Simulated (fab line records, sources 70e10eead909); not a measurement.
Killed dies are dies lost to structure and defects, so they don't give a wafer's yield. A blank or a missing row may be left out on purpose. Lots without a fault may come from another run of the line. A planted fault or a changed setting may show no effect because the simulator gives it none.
fab line records | flow nand_harc | part 2 of 2: steps 17 to 25 of 25
record lots=5 wafers=15 last_day=31
route steps=1302 shown A_STAIRCASE@729
lots that met no fault: from a run of the same line without faults
start_h: hours from the record's first day to the start of the lot's first wafer shown | wait_h: hours since the lot's step before | " the same as in the row above | L1.1+2: a row that stands for several wafers | - no value, or no start given | * or withheld: withheld | < > ~ a bound
route shown NAME@n: a module of which the file shows steps, and the number in the route of the first | usual: mean/standard deviation of fault-free wafers | same: alike in all rows | chamber/n: place in a boat | sites: the reading at each site | _std_site: their standard deviation | _edge_site: outer sites' mean less inner sites' | radius_mm: how far each site lies from the wafer's centre | mask NAME#n: copy n | behind: the tool/chamber that last shaped the wafer | hold: why the lot was held/for how many hours/how that ended | device: the transistor (n, p or np) that didn't switch | end of line: the same wafers' tests at the end of the route | a step without rows: its recipe alone | killed: dies lost to structure and defects at the first sort, not the wafer's yield | map: a wafer's dies, x killed, . not, _ none there
set.NAME: the setting as run; set.NAME@STEP: as run at that earlier step | model.NAME: the simulator's own value behind a step, which no gauge read
lots at some steps of the route; a table a step, a row a wafer
services: from which hour (start_h, from the record's first day; less than 0 if before it) a tool's chamber was out of use, for how many hours, and why
## steps
# step NHARC_A_STAIRCASE_TRIM_233
# recipe time_s=211.2 o2_flow_sccm=500 ar_flow_sccm=0 bias_w=0 chemistry=O2
# usual drypump_motor_current_A=5.8/0.42 mfc_ar_sccm=0.006/0.01 oes_product_au=0.999/0.0087 rf_vpp_V=57.7/0.92 showerhead_plenum_p_Torr=3.48/0.16 throttle_valve_pct=17.035/0.0093
# columns lot.wafer tool chamber start_h wait_h drypump_motor_current_A mfc_ar_sccm oes_product_au rf_hours_counter_h rf_vpp_V showerhead_plenum_p_Torr throttle_valve_pct
L075.1 rie_diel-02 2 - - 5.1 0 1.000 46 57.1 3.30 17.047
L075.3 " 3 " " 6.0 0 0.998 47 57.7 3.78 17.022
L075.4 " 0 " " 6.3 0 1.008 47 58.5 3.34 17.045
L083.2 rie_diel-09 2 - - 6.0 0.012 0.999 46 59.9 3.50 17.031
L083.4 " 3 " " 5.0 0 0.995 46 59.2 3.62 17.029
L083.5 " 1 " " 5.3 0 1.000 - 57.1 3.42 17.035
L085.4 rie_diel-02 1 - - 6.0 0 0.998 27 57.6 3.42 17.039
L085.6 " 1 " " 5.9 0 1.006 - 57.7 3.42 17.042
L085.5 " 2 " " 5.1 0 1.004 - 55.9 3.29 17.029
L087.1 rie_diel-05 0 - - 5.8 0 1.008 28 57.7 3.31 17.037
L087.4 " 2 " " 6.1 0 0.994 14 60.0 3.74 17.021
L087.3 " 3 " " 5.9 0.012 0.994 25 56.6 3.61 17.046
L093.4 rie_diel-05 1 - - 6.0 0.032 1.002 45 57.9 3.33 17.029
L093.2 " 2 " " 6.1 0 1.011 29 58.3 3.73 17.035
L093.5 " 0 " " 5.8 0 1.015 - 58.5 3.30 17.033
# step NHARC_A_STAIRCASE_ETCH_234
# recipe target_depth_a=1000 time_s=40.5 ion_energy_ev=400 c4f8_flow_sccm=20 o2_flow_sccm=10 ar_flow_sccm=withheld rf_w=600 bias_w=1000 chemistry=C4F8/O2
# usual oes_product_au=0.945/0.011 rf_vpp_V=895/5.8
# columns lot.wafer tool chamber start_h wait_h oes_product_au rf_hours_counter_h rf_vpp_V
L075.1 rie_diel-02 0 - - 0.960 47 890
L075.3 " 1 " " 0.927 46 893
L075.4 " 3 " " 0.934 47 904
L083.2 rie_diel-09 0 - - 0.956 47 893
L083.4 " 2 " " 0.947 46 894
L083.5 " 3 " " 0.956 - 900
L085.4 rie_diel-02 1 - - 0.945 27 892
L085.6 " 0 " " 0.923 - 888
L085.5 " 1 " " 0.934 - 892
L087.4 rie_diel-05 2 - - 0.956 14 904
L087.1 " 3 " " 0.948 25 899
L087.3 " 0 " " 0.958 28 888
L093.4 rie_diel-05 1 - - 0.963 45 889
L093.2 " 0 " " 0.956 47 889
L093.5 " 1 " " 0.958 - 889
# step NHARC_A_STAIRCASE_TRIM_235
# recipe time_s=211.2 o2_flow_sccm=500 ar_flow_sccm=0 bias_w=0 chemistry=O2
# usual drypump_motor_current_A=5.8/0.42 mfc_ar_sccm=0.006/0.0098 oes_product_au=1.000/0.0093 rf_vpp_V=57.7/0.88 showerhead_plenum_p_Torr=3.48/0.16 throttle_valve_pct=17.037/0.0093
# columns lot.wafer tool chamber start_h wait_h drypump_motor_current_A mfc_ar_sccm oes_product_au rf_hours_counter_h rf_vpp_V showerhead_plenum_p_Torr throttle_valve_pct
L075.1 rie_diel-02 3 - - 5.9 0 0.993 47 59.6 3.78 17.022
L075.4 " 0 " " 6.2 0 1.005 47 57.1 3.34 17.043
L075.3 " 1 " " 5.9 0 0.995 46 57.3 3.44 17.036
L083.4 rie_diel-09 1 - - 5.3 0 0.997 46 56.7 3.42 17.040
L083.2 " 2 " " 6.0 0.012 1.000 46 59.5 3.49 17.032
L083.5 " 3 " " 5.0 0 0.990 - 58.6 3.62 17.041
L085.4 rie_diel-02 3 - - 5.9 0 1.005 25 58.1 3.76 17.033
L085.6 " 0 " " 6.2 0 0.992 - 58.0 3.33 17.042
L085.5 " 1 " " 6.0 0 0.997 - 56.9 3.42 17.028
L087.4 rie_diel-05 0 - - 5.8 0 1.017 28 56.0 3.31 17.041
L087.1 " 2 " " 6.1 0 1.011 14 58.4 3.74 17.040
L087.3 " 3 " " 5.9 0.012 0.991 25 58.1 3.61 17.049
L093.4 rie_diel-05 2 - - 6.1 0 1.014 29 58.6 3.73 17.030
L093.2 " 3 " " 5.8 0.012 0.987 41 58.7 3.60 17.037
L093.5 " 2 " " 6.1 0 1.012 - 57.5 3.73 17.042
# step NHARC_A_STAIRCASE_ETCH_236
# recipe target_depth_a=1000 time_s=40.5 ion_energy_ev=400 c4f8_flow_sccm=20 o2_flow_sccm=10 ar_flow_sccm=withheld rf_w=600 bias_w=1000 chemistry=C4F8/O2
# usual oes_product_au=0.945/0.01 rf_vpp_V=894/5.9
# columns lot.wafer tool chamber start_h wait_h oes_product_au rf_hours_counter_h rf_vpp_V
L075.1 rie_diel-02 1 - - 0.953 46 894
L075.4 " 2 " " 0.945 46 887
L075.3 " 3 " " 0.922 47 905
L083.2 rie_diel-09 2 - - 0.945 46 895
L083.4 " 0 " " 0.958 47 893
L083.5 " 3 " " 0.947 - 899
L085.4 rie_diel-02 0 - - 0.930 27 887
L085.6 " 2 " " 0.937 - 890
L085.5 " 3 " " 0.937 - 903
L087.3 rie_diel-05 2 - - 0.972 15 904
L087.4 " 3 " " 0.947 25 898
L087.1 " 1 " " 0.940 28 889
L093.4 rie_diel-05 1 - - 0.948 45 889
L093.2 " 3 " " 0.932 41 899
L093.5 " 2 " " 0.957 - 904
# step NHARC_A_STAIRCASE_STRIP_238
# recipe power_w=1500 temp_c=250 chemistry=O2
# usual drypump_motor_current_A=5.5/0.59 heater_power_w=347/44
# columns lot.wafer tool chamber start_h wait_h drypump_motor_current_A heater_power_w rf_hours_counter_h
L075.1 plasma_asher-01 0 367.87 0.1 5.0 282 4
L075.4 " 0 " " 5.0 283 -
L075.3 " 1 " " 5.1 391 -
L083.2 plasma_asher-02 1 444.60 0.1 6.6 366 3
L083.4 " 1 " " 6.6 371 -
L083.5 " 0 " " 5.6 342 -
L085.4 plasma_asher-02 1 477.20 0.2 6.5 377 -
L085.5 " 1 " " 6.5 384 -
L085.6 " 0 " " 5.6 348 -
L087.1 plasma_asher-01 0 506.95 0.1 5.0 281 34
L087.4 " 1 " " 5.1 392 -
L087.3 " 0 " " 5.0 292 -
L093.2 plasma_asher-02 1 558.71 0.1 6.6 377 22
L093.4 " 1 " " 6.6 366 -
L093.5 " 0 " " 5.6 339 -
# step NHARC_A_STAIRCASE_STRIP_239
# recipe time_s=900 temp_c=130 chemistry=SPM
# columns lot.wafer tool chamber start_h wait_h
L075.4+3+1 wet_bench-02 5,6,7 368.25 0.2
L083.2+5+4 wet_bench-09 4,6,1 444.90 0.3
L085.6+5+4 wet_bench-02 1,4,5 477.47 0.1
L087.1+4+3 wet_bench-01 4,5,6 507.27 0.3
L093.4+2+5 wet_bench-01 3,5,0 559.01 0.2
# step NHARC_A_STAIRCASE_PRECLEAN_240
# recipe time_s=* temp_c=50 bath_age_min=0 chemistry=SC1
# columns lot.wafer tool chamber start_h wait_h
L075.4+3+1 wet_bench-02 5,6,7 - -
L083.2+5+4 wet_bench-09 4,6,1 - -
L085.6+5+4 wet_bench-02 1,4,5 - -
L087.1+4+3 wet_bench-01 4,5,6 - -
L093.4+2+5 wet_bench-01 3,5,0 - -
# step NHARC_A_STAIRCASE_SRD_241
# columns lot.wafer tool chamber start_h wait_h
L075.4+3+1 wet_bench-02 5,6,7 - -
L083.2+5+4 wet_bench-09 4,6,1 - -
L085.6+5+4 wet_bench-02 1,4,5 - -
L087.1+4+3 wet_bench-01 4,5,6 - -
L093.4+2+5 wet_bench-01 3,5,0 - -
# step NHARC_A_STAIRCASE_DEHYDRATE_242
# recipe temp_c=150 time_s=120
# usual chill_plate_temp_C=23.01/0.11
# columns lot.wafer tool chamber start_h wait_h chill_plate_temp_C
L075.1 litho_track-02 0 368.68 - 23.13
L075.3 " 0 " " 23.20
L075.4 " 0 " " 23.24
L083.2 litho_track-02 0 445.35 - 23.22
L083.4 " 0 " " 23.15
L083.5 " 0 " " 23.21
L085.4 litho_track-02 0 477.93 - 22.87
L085.5 " 0 " " 22.99
L085.6 " 0 " " 22.87
L087.1 litho_track-02 0 507.70 - 23.01
L087.3 " 0 " " 23.04
L087.4 " 0 " " 23.04
L093.2 litho_track-05 0 559.47 - 23.00
L093.4 " 0 " " 23.09
L093.5 " 0 " " 23.03
## services
# columns tool chamber start_h hours kind
plasma_asher-01 - 342.21 9.0 pm
rie_diel-09 1 343.38 2.4 repair
rie_diel-09 3 352.38 8.4 repair
wet_bench-09 - 352.82 8.0 pm
rie_diel-02 0 354.79 - clean
rie_diel-02 1 354.79 - clean
rie_diel-02 2 354.79 - clean
rie_diel-02 3 388.56 5.6 repair
rie_diel-02 - 400.29 9.0 pm
litho_track-02 - 402.00 7.0 pm
rie_diel-05 - 406.76 9.0 pm
wet_bench-02 - 420.02 8.0 pm
litho_track-07 - 426.00 7.0 pm
plasma_asher-02 - 426.00 9.0 pm
wet_bench-01 - 439.81 7.1 repair
plasma_asher-02 - 453.44 2.8 repair
wet_bench-01 - 453.67 8.0 pm
wet_bench-09 - 463.39 4.2 repair
litho_track-05 - 474.00 7.0 pm
plasma_asher-02 - 496.56 2.2 repair
rie_diel-09 - 497.82 9.0 pm
plasma_asher-01 - 519.21 9.0 pm
wet_bench-01 - 521.40 7.1 repair
wet_bench-09 - 528.89 8.0 pm
